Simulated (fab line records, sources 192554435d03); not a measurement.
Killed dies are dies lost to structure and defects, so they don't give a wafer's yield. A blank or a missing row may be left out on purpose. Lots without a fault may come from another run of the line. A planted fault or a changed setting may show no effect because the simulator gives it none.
Chamber matching | flow n5_finfet | N5_SDB_CUT_ETCH_26 on rie_si-06: 3 sister chambers
The step etches Si in HBr/Cl2/O2, target depth 129.6 nm, bt time 20 s, time 51.8 s. 3 wafers are shown with their chamber, then 6 later ones without.

WAFERS WITH THEIR CHAMBER
wafer  | chamber | oes_o_777_au (a.u.)
L085.2 | 3       | 0.95
L086.2 | 1       | 1.03
L086.3 | 2       | 1.09

WAFERS WITHOUT THEIR CHAMBER
wafer  | oes_o_777_au (a.u.)
L086.4 | 1.08
L089.2 | 1.08
L089.4 | 1.08
L089.5 | 0.94
L097.2 | 0.95
L097.6 | 1.09

WHICH CHAMBER EACH WENT THROUGH
wafer  | from the rows above | in truth
L086.4 | 2                   | 2
L089.2 | 2                   | 2
L089.4 | 2                   | 2
L089.5 | 3                   | 3
L097.2 | 3                   | 3
L097.6 | 2                   | 2
Placed correctly: 6 of 6. Can't be placed from these rows: 0. Placed wrongly: 0.
How it was worked out, from the rows above alone: a wafer's distance from a chamber is the root of the sum, over the readings, of the square of ((its reading less the chamber's mean) divided by the reading's scatter). The wafer belongs to the nearest chamber; if the next one is less than 2 further off, it can't be placed. A chamber's mean is the mean of its shown wafers. The scatter: with one shown wafer a chamber, the root of the mean of the squares of how far each hidden wafer lies from its nearest shown one.
